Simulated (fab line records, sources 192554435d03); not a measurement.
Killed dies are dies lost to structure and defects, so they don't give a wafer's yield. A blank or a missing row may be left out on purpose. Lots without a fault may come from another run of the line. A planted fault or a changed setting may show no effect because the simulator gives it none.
Which tool did it? | flow n5_finfet | 14 lots, 42 wafers sampled, at 2 steps of a route of 1938

WHAT THE GAUGES READ, wafer by wafer
N5_DUMMY_GATE_OVL_MEAS_16. Usual: GATE_OVL -0.3 nm, standard deviation 0.75.
lot  | measured    | on         | GATE_OVL (nm)  | flag
L481 | day 3 01:55 | overlay-02 | -1.7 -1.7 -1.2 |
L483 | day 3 11:55 | overlay-01 | -0.5 -0.3 -0.3 |
L493 | day 6 02:27 | overlay-02 | 0.7 0.2 1.0    |
L494 | day 6 06:29 | overlay-02 | -1.5 -0.8 -1.9 |
L495 | day 6 09:46 | overlay-01 | 0.1 -0.6 -0.3  |
L496 | day 6 15:34 | overlay-01 | -0.2 1.4 0.2   |
L497 | day 6 20:43 | overlay-02 | -0.7 0.1 -1.4  |
L498 | day 7 03:48 | overlay-02 | 0.2 -1.0 -0.1  |
L499 | day 7 10:04 | overlay-01 | -0.2 0.3 0.5   |
L500 | day 7 21:37 | overlay-01 | 0.2 -0.4 0.6   |
L501 | day 7 22:21 | overlay-01 | -0.4 -0.5 0.0  |
L502 | day 8 08:49 | overlay-01 | -0.8 -0.8 -1.4 |
L503 | day 8 10:11 | overlay-02 | -0.7 0.0 -0.8  |
L504 | day 8 18:34 | overlay-02 | 0.8 0.4 -0.5   |

WHICH TOOL RAN EACH LOT (tool, then ch and the chambers of the sampled wafers, then the start)
lot  | N5_DUMMY_GATE_CMP_04
L481 | cmp-03 ch 1,3, day 2 21:22
L483 | cmp-02 ch 1,2,3, day 3 05:15
L493 | cmp-02 ch 0,2,3, day 5 21:52
L494 | cmp-03 ch 1,2,3, day 6 01:34
L495 | cmp-01 ch 1,2, day 6 05:13
L496 | cmp-03 ch 1,3, day 6 10:50
L497 | cmp-01 ch 0,1,2, day 6 16:12
L498 | cmp-01 ch 2,3, day 6 23:13
L499 | cmp-03 ch 0,2, day 7 05:24
L500 | cmp-02 ch 0,3, day 7 17:03
L501 | cmp-01 ch 0,2,3, day 7 17:40
L502 | cmp-02 ch 0,1,3, day 8 04:08
L503 | cmp-03 ch 1,3, day 8 05:35
L504 | cmp-02 ch 0,2,3, day 8 12:02
- N5_DUMMY_GATE_CMP_04: polishes a-Si.

WHAT THE TOOLS THEMSELVES READ (means of the sampled wafers that have a number; where no wafer has one, the mark that the record gives instead)
N5_DUMMY_GATE_CMP_04. Usual: motor_current_A 10.1 A, standard deviation 1.2; time_to_endpoint_s 13.9 s, standard deviation 2.1.
lot  | tool   | motor_current_A (A) | time_to_endpoint_s (s) | flag
L481 | cmp-03 | 11.0                | 10.4                   |
L483 | cmp-02 | 11.0                | 12.5                   |
L493 | cmp-02 | 10.6                | 13.0                   |
L494 | cmp-03 | 10.6                | 13.2                   |
L495 | cmp-01 | 8.6                 | 13.5                   |
L496 | cmp-03 | 10.5                | 15.1                   |
L497 | cmp-01 | 9.5                 | 15.6                   |
L498 | cmp-01 | 8.8                 | 13.9                   |
L499 | cmp-03 | 10.0                | 14.6                   |
L500 | cmp-02 | 8.6                 | 12.0                   |
L501 | cmp-01 | 9.9                 | 13.2                   |
L502 | cmp-02 | 8.9                 | 10.0                   |
L503 | cmp-03 | 10.7                | 13.7                   |
L504 | cmp-02 | 10.6                | 15.5                   |

THE ANSWER, worked out from the rows above alone
Rule: a lot is off if the mean of its wafers that have a number lies more than 3 standard deviations from the usual mean. A lot without any number at a reading at which 4 lots or more have one is off too. The other lots that the step has rows for count as sound. The gauges are gone through in route order, then the tools' own readings, and for those a lot's mean is taken as printed above. The first step at which some lot is off is used, and at that step the reading that is off furthest; a lot without a number counts as furthest.
No lot is off at any reading shown: from this, nothing can be told.

WHAT THE SIMULATOR HAD PUT IN
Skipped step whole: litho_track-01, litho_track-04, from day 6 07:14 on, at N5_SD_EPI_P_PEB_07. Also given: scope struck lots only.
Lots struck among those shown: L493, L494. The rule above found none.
